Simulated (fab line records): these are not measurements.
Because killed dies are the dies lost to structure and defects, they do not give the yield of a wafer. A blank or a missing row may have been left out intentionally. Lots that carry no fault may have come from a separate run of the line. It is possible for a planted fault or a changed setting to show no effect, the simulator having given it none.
Matching of chambers || flow n5Finfet || N5_BEOL_M7_DESCUM_33 on rieDiel-02: 4 sister chambers
The step chemistry O2, time 7 s. 14 wafers are shown with their chamber, then 7 later ones without.

WAFERS, EACH WITH ITS CHAMBER
{"wafer": "L075.3", "chamber": 0, "drypumpMotorCurrentA (A)": 5.5, "showerheadPlenumPTorr (Torr)": 2.14, "oesProductAu (a.u.)": 0.90}
{"wafer": "L075.4", "chamber": 3, "drypumpMotorCurrentA (A)": 6.3, "showerheadPlenumPTorr (Torr)": 2.10, "oesProductAu (a.u.)": 0.76}
{"wafer": "L075.5", "chamber": 2, "drypumpMotorCurrentA (A)": 5.8, "showerheadPlenumPTorr (Torr)": 2.00, "oesProductAu (a.u.)": 0.72}
{"wafer": "L077.1", "chamber": 2, "drypumpMotorCurrentA (A)": 5.9, "showerheadPlenumPTorr (Torr)": 1.99, "oesProductAu (a.u.)": 0.72}
{"wafer": "L077.2", "chamber": 1, "drypumpMotorCurrentA (A)": 5.5, "showerheadPlenumPTorr (Torr)": 2.19, "oesProductAu (a.u.)": 0.79}
{"wafer": "L077.6", "chamber": 2, "drypumpMotorCurrentA (A)": 5.9, "showerheadPlenumPTorr (Torr)": 1.99, "oesProductAu (a.u.)": 0.72}
{"wafer": "L080.2", "chamber": 3, "drypumpMotorCurrentA (A)": 6.3, "showerheadPlenumPTorr (Torr)": 2.10, "oesProductAu (a.u.)": 0.76}
{"wafer": "L080.3", "chamber": 0, "drypumpMotorCurrentA (A)": 5.5, "showerheadPlenumPTorr (Torr)": 2.13, "oesProductAu (a.u.)": 0.89}
{"wafer": "L080.4", "chamber": 2, "drypumpMotorCurrentA (A)": 5.9, "showerheadPlenumPTorr (Torr)": 1.99, "oesProductAu (a.u.)": 0.72}
{"wafer": "L082.2", "chamber": 3, "drypumpMotorCurrentA (A)": 6.3, "showerheadPlenumPTorr (Torr)": 2.10, "oesProductAu (a.u.)": 0.75}
{"wafer": "L082.4", "chamber": 3, "drypumpMotorCurrentA (A)": 6.3, "showerheadPlenumPTorr (Torr)": 2.10, "oesProductAu (a.u.)": 0.75}
{"wafer": "L082.6", "chamber": 2, "drypumpMotorCurrentA (A)": 5.9, "showerheadPlenumPTorr (Torr)": 1.99, "oesProductAu (a.u.)": 0.71}
{"wafer": "L083.2", "chamber": 3, "drypumpMotorCurrentA (A)": 6.3, "showerheadPlenumPTorr (Torr)": 2.09, "oesProductAu (a.u.)": 0.74}
{"wafer": "L083.3", "chamber": 0, "drypumpMotorCurrentA (A)": 5.5, "showerheadPlenumPTorr (Torr)": 2.13, "oesProductAu (a.u.)": 0.90}

SIGNATURES (averages over the wafers above)
{"reading": "drypumpMotorCurrentA", "chamber 0": 5.500, "chamber 1": 5.500, "chamber 2": 5.880, "chamber 3": 6.300, "scatter within a chamber": 0.0283}
{"reading": "showerheadPlenumPTorr", "chamber 0": 2.1333, "chamber 1": 2.1900, "chamber 2": 1.9920, "chamber 3": 2.0980, "scatter within a chamber": 0.00476}
{"reading": "oesProductAu", "chamber 0": 0.8967, "chamber 1": 0.7900, "chamber 2": 0.7180, "chamber 3": 0.7520, "scatter within a chamber": 0.00653}
Rule: a wafer's distance from a chamber is the root of the sum, over the readings, of the square of ((its reading less the chamber's mean) divided by the reading's scatter). If the next closest chamber is less than 2 further off than the closest, the wafer can't be placed; otherwise it belongs to the closest. The scatter: take each reading less its chamber's mean, square it, sum over the shown wafers, divide by the number of wafers less the number of chambers, and take the root.

WAFERS WITH NO CHAMBER GIVEN
{"wafer": "L083.4", "drypumpMotorCurrentA (A)": 5.8, "showerheadPlenumPTorr (Torr)": 1.99, "oesProductAu (a.u.)": 0.72}
{"wafer": "L092.2", "drypumpMotorCurrentA (A)": 5.8, "showerheadPlenumPTorr (Torr)": 1.98, "oesProductAu (a.u.)": 0.70}
{"wafer": "L092.3", "drypumpMotorCurrentA (A)": 5.5, "showerheadPlenumPTorr (Torr)": 2.13, "oesProductAu (a.u.)": 0.86}
{"wafer": "L092.6", "drypumpMotorCurrentA (A)": 5.8, "showerheadPlenumPTorr (Torr)": 1.98, "oesProductAu (a.u.)": 0.71}
{"wafer": "L094.1", "drypumpMotorCurrentA (A)": 6.3, "showerheadPlenumPTorr (Torr)": 2.09, "oesProductAu (a.u.)": 0.71}
{"wafer": "L094.3", "drypumpMotorCurrentA (A)": 5.5, "showerheadPlenumPTorr (Torr)": 2.13, "oesProductAu (a.u.)": 0.85}
{"wafer": "L094.4", "drypumpMotorCurrentA (A)": 5.9, "showerheadPlenumPTorr (Torr)": 1.98, "oesProductAu (a.u.)": 0.69}

EACH ONE'S CHAMBER
{"wafer": "L083.4", "from the rows above": 2, "in truth": 2}
{"wafer": "L092.2", "from the rows above": 2, "in truth": 2}
{"wafer": "L092.3", "from the rows above": 0, "in truth": 0}
{"wafer": "L092.6", "from the rows above": 2, "in truth": 2}
{"wafer": "L094.1", "from the rows above": 3, "in truth": 3}
{"wafer": "L094.3", "from the rows above": 0, "in truth": 0}
{"wafer": "L094.4", "from the rows above": 2, "in truth": 2}
Placed correctly: 7 of 7. Not placeable from these rows: 0. Placed wrongly: 0.
